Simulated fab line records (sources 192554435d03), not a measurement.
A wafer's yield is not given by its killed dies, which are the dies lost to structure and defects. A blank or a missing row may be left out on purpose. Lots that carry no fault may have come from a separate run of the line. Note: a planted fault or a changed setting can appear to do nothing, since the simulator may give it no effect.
Problem report in the 8D (eight disciplines) form, filled by code -- flow n5Finfet -- the parts of the form that need people (team, actions taken, sign-off) are left out

== 1. THE PROBLEM ==
Across 2 wafers from 2 lots, M11_THK at N5_BEOL_M11_THK_MEAS_53 averages 251.1 nm, while fault-free wafers read 139.8 nm with a standard deviation of 2.7. That puts it +41 standard deviations away from the usual mean.
The step: measures by xrf.
Earliest sighting: wafer L340.4 on filmMetro-01 at day 13 14:49. The record has a number at this step for 26 wafers belonging to 9 lots. Rule for "out" (also "out of limits"): further than 4 standard deviations from the usual mean. The rest of the wafers with a number are treated as sound.

== 2. WHAT IT IS AND WHAT IT IS NOT ==
question,is,is not
which readings at this step,M11_THK,-
which lots,"L339, L340","L327, L328, L331, L344, L345, L346, L350"
which wafers of those lots,"L339.4, L340.4","L339.5, L339.6, L340.3"
read on which gauges,"filmMetro-01, filmMetro-02",-
when,from day 13 14:49,"up to then (10 sound wafers); but 14 sound wafers of L339, L344, L345, L346, L350 came after"

== 3. SUSPECTS, AND WHAT RULES EACH OUT ==
Counting: if a tool at a process step up to the reading ran every lot that is out, it stays a suspect. Sound lots after the first of them don't rule it out here, since some wafers of a struck lot are sound.
- the gauge at N5_BEOL_M11_THK_MEAS_53 has been ruled out. 2 gauges (filmMetro-01, filmMetro-02) read the wafers that are out.
- cmp-03 at N5_BEOL_M11_CMP_52 (polishes, stops on SiCOH lowk, t overpolish 7 s, target thk 140 nm): kept. It processed each lot that is out (first: L340, day 13 14:32); up to then, its last sound lot is L328 (day 10 21:05). Its own barrierFieldEndpointS, overpolishRunS, timeToEndpointS readings are out on those wafers.
The count leaves cmp-03 at N5_BEOL_M11_CMP_52.

== 4. THE CAUSE (what the simulator had put in) ==
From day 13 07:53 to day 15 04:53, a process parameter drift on cmp-03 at N5_BEOL_M11_CMP_52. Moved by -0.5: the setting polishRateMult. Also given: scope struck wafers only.
Counting left only this tool.

== 5. SEQUENCE OF EFFECTS, ordered by route ==
One row per reading whose mean, taken over the struck wafers that have a number, lies over 3 standard deviations from the usual. Only readings for which the record gives a usual standard deviation are gone through. hours: the time from each lot's start at the first step in this table that gives one to its start at this step, as a median over the lots. sigmas: the change in usual standard deviations.
hours,step,reading,usual,on struck wafers,change,sigmas
0,N5_BEOL_M11_CMP_52,barrierFieldEndpointS,29.2 s,46.9,+17.7,+25
0,N5_BEOL_M11_CMP_52,overpolishRunS,7.001 s,0.043,-6.958,-99 or more
0,N5_BEOL_M11_CMP_52,timeToEndpointS,67.4 s,85.5,+18.1,+7.0
0,N5_BEOL_M11_THK_MEAS_53,M11_THK,139.8 nm,251.1,+111.3,+41
0,N5_BEOL_M11_INSPECT_58,rawDefectCount,68,1064,+996,+52
42,N5_PASSIVATION_PROBE_49,defectLimitedYield,91.3 %,0.0,-91.3,-61
42,N5_PASSIVATION_PROBE_49,killed_at_M4_up,13,1090,+1077,+99 or more
42,N5_PASSIVATION_PROBE_49,killedDies,102,1180,+1078,+60
42,N5_PASSIVATION_PROBE_49,killedOnRim,13,152,+139,+35
42,N5_PASSIVATION_PROBE_49,sortNPass,1078,0,-1078,-60
42,N5_PASSIVATION_PROBE_49,sortYieldPct,91.3 %,0.0,-91.3,-61
Here are the process steps it includes:
- N5_BEOL_M11_CMP_52: polishes, stops on SiCOH lowk, t overpolish 7 s, target thk 140 nm.
- N5_PASSIVATION_PROBE_49

== 6. WHAT WOULD HAVE CAUGHT IT SOONER ==
In this record the first reading out of limits at a measuring or inspecting step was taken at day 13 14:49, 7 hours after the fault began at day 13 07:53.
At N5_BEOL_M11_CMP_52, the tool's own readings (barrierFieldEndpointS, overpolishRunS, timeToEndpointS) were out on each struck wafer the step has a row for, so an alarm limit on them would have fired on the first such wafer.
L339, from the lots that are out (2), started N5_BEOL_M11_CMP_52 on cmp-03 later than day 13 14:49. Had the tool been put on hold then, it would have been spared.
